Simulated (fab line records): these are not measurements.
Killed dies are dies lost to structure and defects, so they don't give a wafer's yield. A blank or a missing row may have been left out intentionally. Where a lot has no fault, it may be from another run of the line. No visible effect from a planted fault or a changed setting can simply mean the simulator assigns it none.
What tool caused it? -- flow nand harc -- 36 wafers from 12 lots sampled at 5 of the route's 1302 steps

== WHAT THE GAUGES SHOWED, per wafer ==
NHARC_A_STAIRCASE_INSPECT_155.
lot,measured,on,raw defect count
L308,day 20 00:05,defect inspect-02,251 295 324
L309,day 20 00:34,defect inspect-01,401 451 447
L311,day 20 11:37,defect inspect-01,429 428 564
L317,day 24 02:46,defect inspect-02,399 301 391
L320,day 25 02:55,defect inspect-01,240 196 356
L321,day 25 03:05,defect inspect-02,540 356 264
L322,day 25 12:43,defect inspect-02,456 528 510
L327,day 27 07:21,defect inspect-01,507 561 428
L326,day 27 07:28,defect inspect-02,543 638 355
L325,day 27 07:41,defect inspect-02,466 288 378
L329,day 28 02:31,defect inspect-02,300 326 515
L330,day 28 17:47,defect inspect-01,459 442 354

NHARC_END_SORT_01.
lot,measured,on,killed at array,killed at other,killed at periphery,killed dies,killed open,killed short
L317,day 29 12:41,prober-02,60 31 28,2 2 2,5 3 9,67 36 39,3 3 4,5 1 2
L320,day 30 05:29,prober-02,86 83 83,0 0 1,3 2 4,89 85 88,7 3 2,2 3 3

== EACH LOT AND THE TOOL THAT RAN IT (in order: tool; ch and the chambers of the sampled wafers; start) ==
lot,NHARC_A_STAIRCASE_CMP_450,NHARC_A_SGD_CUT_ETCH_58,NHARC_A_SGD_CUT_ETCH_59
L308,"cmp-01 ch 0,1,3, day 19 22:19","rie diel-05 ch 0,1, day 20 01:02","rie diel-05 ch 0,3, no start"
L309,"cmp-03 ch 0,2, day 19 22:46","rie diel-09 ch 1,2,3, day 20 01:30","rie diel-09 ch 0,2, no start"
L311,"cmp-04 ch 0,1,3, day 20 09:47","rie diel-05 ch 0,1,3, day 20 12:48","rie diel-05 ch 1,2,3, no start"
L317,"cmp-04 ch 2,3, day 24 00:59","rie diel-09 ch 0,1, day 24 03:42","rie diel-09 ch 0,2,3, day 29 12:41 or earlier"
L320,"cmp-04 ch 0,1,2, day 25 01:08","rie diel-09 ch 0,1, day 25 03:58","rie diel-09 ch 1,3, day 30 05:29 or earlier"
L321,"cmp-03 ch 0,2, day 25 01:16","rie diel-05 ch 0,2, day 25 04:08","rie diel-05 ch 1,2,3, no start"
L322,"cmp-04 ch 0,3, day 25 10:56","rie diel-06 ch 0,3, day 25 13:40","rie diel-06 ch 0,1,2, no start"
L327,"cmp-01 ch 0,1, day 27 05:28","rie diel-09 ch 0,2,3, day 27 08:25","rie diel-09 ch 1,2,3, no start"
L326,"cmp-04 ch 0,1,3, day 27 05:35","rie diel-05 ch 1,2, day 27 08:34","rie diel-05 ch 0,3, no start"
L325,"cmp-03 ch 0,3, day 27 05:52","rie diel-06 ch 0,1,2, day 27 08:46","rie diel-06 ch 0,1, no start"
L329,"cmp-01 ch 0,1, day 28 00:41","rie diel-06 ch 0,2,3, day 28 03:35","rie diel-06 ch 0,1,2, no start"
L330,"cmp-04 ch 0,2,3, day 28 16:01","rie diel-09 ch 0,3, day 28 18:44","rie diel-09 ch 0,1,2, no start"
- NHARC_A_STAIRCASE_CMP_450: polishes SiO2, target thk 200 nm.
- NHARC_A_SGD_CUT_ETCH_58: etches the open film in CF4, target depth 39 nm, time 65 s.
- NHARC_A_SGD_CUT_ETCH_59: etches the open film in N2/H2, target depth 260 nm, time 406.25 s.

== WHAT THE TOOLS THEMSELVES READ (means of the sampled wafers that have a number; where no wafer has one, the mark that the record gives instead) ==
NHARC_A_STAIRCASE_CMP_450.
lot,tool,motor current A (A),slurry filter dp kPa (kPa)
L308,cmp-01,12.2,13.53
L309,cmp-03,10.7,13.49
L311,cmp-04,12.2,13.34
L317,cmp-04,10.7,13.66
L320,cmp-04,11.4,13.45
L321,cmp-03,11.4,13.63
L322,cmp-04,12.8,13.56
L327,cmp-01,11.6,13.50
L326,cmp-04,12.2,13.32
L325,cmp-03,11.2,13.46
L329,cmp-01,13.6,13.60
L330,cmp-04,11.6,13.57

NHARC_A_SGD_CUT_ETCH_58.
lot,tool,cf4 flow sccm (sccm),drypump motor current A (A),oes product au (a.u.),rf vpp V (V),showerhead plenum p Torr (Torr),throttle valve pct (%)
L308,rie diel-05,150.1,5.7,1.009,150.5,1.69,13.274
L309,rie diel-09,150.1,5.3,0.998,150.2,1.73,13.292
L311,rie diel-05,150.0,5.7,1.014,151.1,1.74,13.282
L317,rie diel-09,150.7,5.7,0.842,150.5,1.70,13.279
L320,rie diel-09,149.6,5.4,0.851,150.3,1.73,13.283
L321,rie diel-05,149.9,5.1,1.013,150.5,1.67,13.287
L322,rie diel-06,149.9,5.8,1.004,151.2,1.81,13.287
L327,rie diel-09,150.0,5.6,1.003,150.8,1.69,13.288
L326,rie diel-05,150.1,5.4,1.000,150.7,1.68,13.282
L325,rie diel-06,150.5,6.0,0.995,151.3,1.78,13.289
L329,rie diel-06,150.2,6.1,0.995,151.4,1.77,13.292
L330,rie diel-09,150.4,5.9,1.008,149.9,1.66,13.283

NHARC_A_SGD_CUT_ETCH_59.
lot,tool,drypump motor current A (A),oes product au (a.u.),rf vpp V (V),showerhead plenum p Torr (Torr),throttle valve pct (%)
L308,rie diel-05,5.7,1.002,430.8,2.07,14.169
L309,rie diel-09,5.7,1.012,429.0,1.95,14.177
L311,rie diel-05,5.7,1.012,429.5,2.00,14.170
L317,rie diel-09,5.6,1.002,426.9,1.95,14.163
L320,rie diel-09,5.3,0.997,429.1,1.98,14.177
L321,rie diel-05,5.8,1.005,429.8,2.00,14.175
L322,rie diel-06,6.0,0.993,431.5,2.06,14.168
L327,rie diel-09,5.3,1.007,429.5,1.98,14.165
L326,rie diel-05,5.3,1.007,429.1,1.99,14.171
L325,rie diel-06,5.6,0.993,431.3,2.08,14.178
L329,rie diel-06,6.0,0.988,431.5,2.06,14.179
L330,rie diel-09,5.4,1.007,429.5,1.98,14.181

== THE ANSWER, worked out from the rows above alone ==
Rule: the usual values come from the lots themselves. The widest of any qualifying gaps counts: lots, ordered by their means at a reading, are off when they make up no more than a third of the lots, leave a main group of 4 or more, and stand apart from it by 3 or more times the standard deviation of that group's means. A main group whose means are all the same, to the digits that the tables above print for the reading, isn't used. A lot without any number at a reading at which 4 lots or more have one is off too. Any other lot the step has rows for is counted as sound. After the gauges, taken in route order, come the tools' own readings; for these a lot's mean is taken, as printed above. At the first step where some lot is off, the reading lying furthest off is the one used; lots without a number count as furthest.
Off, at NHARC_A_SGD_CUT_ETCH_58 on oes product au: L317, L320. Mean 1.004 a.u. and standard deviation 0.0066 in the main group.
If a tool, at that step or one of the process steps before it, ran each lot that is off and ran no sound lot following the first of them, it fits. Of those tried, none fits.

== WHAT THE SIMULATOR HAD PUT IN ==
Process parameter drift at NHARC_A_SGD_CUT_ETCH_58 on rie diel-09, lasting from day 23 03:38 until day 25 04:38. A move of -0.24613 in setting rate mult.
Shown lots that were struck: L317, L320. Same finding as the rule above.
